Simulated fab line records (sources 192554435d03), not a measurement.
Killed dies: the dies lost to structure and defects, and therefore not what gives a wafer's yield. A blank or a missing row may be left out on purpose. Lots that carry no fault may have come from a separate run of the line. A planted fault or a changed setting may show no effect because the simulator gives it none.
Lot-split experiment ; flow n5 finfet ; 21 wafers read across 7 lots, on a route 1938 steps long

== ABOUT THE SPLIT ==
At N5_BEOL_M0_SAQP_COAT_08 (resist thk 90 nm), the setting spin rpm was moved away from the recipe's 1500 rpm on 7 of the 21 wafers read, by -8.2% to +6.7%. All remaining wafers had this setting at the recipe value.

== FROM THE SPLIT TO THE READING: what the file shows between them, 2 steps ==
- N5_BEOL_M0_SAQP_EXPOSE_11: exposes mask M0 CORE, target cd 42 nm (also split here: dose mj)
- N5_BEOL_M0_SAQP_PEB_12: peb time 60 s

== THE READING ==
CAR-ArF_of_BEOL_M0_SAQP_COAT_08.thk nm (the simulator's own value, which no gauge read), in nm, at N5_BEOL_M0_SAQP_DEVELOP_13 (develop time 30 s). There is no usual value for it anywhere in the file. Average 88.3 nm, standard deviation 0.28 nm, over the 14 wafers here run with the recipe.

wafer;tool, chamber at the split;spin rpm as run, rpm;against the recipe;CAR-ArF_of_BEOL_M0_SAQP_COAT_08.thk nm, nm;against lot-mates on the recipe
L074.1;litho track-03, 0;1500;recipe;88.6;-
L074.2;litho track-03, 0;1500;recipe;88.4;-
L074.5;litho track-03, 0;1500;recipe;88.8;-
L075.1;litho track-04, 0;1447;-3.5%;90.2;+1.6
L075.2;litho track-04, 0;1500;recipe;88.6;-
L075.6;litho track-04, 0;1447;-3.5%;90;+1.4
L079.4;litho track-05, 0;1500;recipe;88.2;-
L079.5;litho track-05, 0;1500;recipe;88.2;-
L079.6;litho track-05, 0;1500;recipe;88;-
L080.1;litho track-05, 0;1549;+3.3%;86.8;-1.7
L080.4;litho track-05, 0;1500;recipe;88.6;-
L080.5;litho track-05, 0;1500;recipe;88.4;-
L085.1;litho track-03, 0;1377;-8.2%;92;+4.1
L085.3;litho track-03, 0;1500;recipe;87.8;-
L085.6;litho track-03, 0;1500;recipe;88;-
L087.1;litho track-03, 0;1601;+6.7%;85;-3.0
L087.3;litho track-03, 0;1601;+6.7%;85.2;-2.8
L087.5;litho track-03, 0;1500;recipe;88;-
L096.1;litho track-04, 0;1500;recipe;88.4;-
L096.3;litho track-04, 0;1599;+6.6%;85.6;-2.7
L096.4;litho track-04, 0;1500;recipe;88.2;-

THE FIT
A straight line over all 21 wafers: CAR-ArF_of_BEOL_M0_SAQP_COAT_08.thk nm changes by -0.46 nm for each +1% of spin rpm; r = -0.99; the points scatter about the line by 0.26 nm.
The same after taking each lot's own level away (the mean of its wafers on the recipe; 21 wafers): -0.451 nm for each +1%; r = -0.99; scatter 0.17 nm.
On that fit, the largest move of spin rpm shifts the reading by 3.7 nm.
The span of the lots' own levels, 87.90 to 88.60 nm, comes to 2.5 times the standard deviation stated above.
So the lot-to-lot level changes the slope little: the two slopes agree.
Check: for one of the wafers moved furthest among these (-8.2%), held out of the fit, the line's prediction against its lot-mates is +3.5 nm. It came out at +4.1 nm against them.

== OTHER SPLITS ON THESE WAFERS ==
Before the reading, these wafers also passed through other splits. Each is held against what the fit with the lots' levels taken away leaves over:
other split on the same wafers;wafers away from the commonest value;r with CAR-ArF_of_BEOL_M0_SAQP_COAT_08.thk nm (lot level and that fit taken away)
N5_DUMMY_GATE_ETCH_31 target depth a;6;-0.36
N5_SD_EPI_N_DESCUM_14 time s;8;+0.39
N5_HKMG_FIN_HK_ALD_01 ald cycles;6;+0.42
N5_HKMG_FIN_EXPOSE_46 dose mj;3;-0.20
N5_HKMG_FIN_ETCH_55 bias w;6;+0.01
N5_GATE_CUT_ETCH_58 source w;6;+0.33
N5_MOL_CONTACT_COAG_COAT_34 spin rpm;8;-0.40
N5_BEOL_M0_SAQP_EXPOSE_11 dose mj;10;-0.35

== THE WHOLE CHAIN: every reading that the file lists as answering this split, in the file's order ==
step;what it does;reading;change (the file's fit);r (the file's)
N5_BEOL_M0_SAQP_COAT_08;resist thk 90 nm;CAR-ArF_of_BEOL_M0_SAQP_COAT_08.thk nm (the simulator's own value, which no gauge read);-0.466 nm for each +1% of the setting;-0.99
N5_BEOL_M0_SAQP_DEVELOP_13;develop time 30 s;CAR-ArF_of_BEOL_M0_SAQP_COAT_08.thk nm (the simulator's own value, which no gauge read);-0.456 nm for each +1% of the setting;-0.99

== THE FILE'S OWN FIT ==
CAR-ArF_of_BEOL_M0_SAQP_COAT_08.thk nm changes by -0.456 nm for each +1% of spin rpm, r = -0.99.
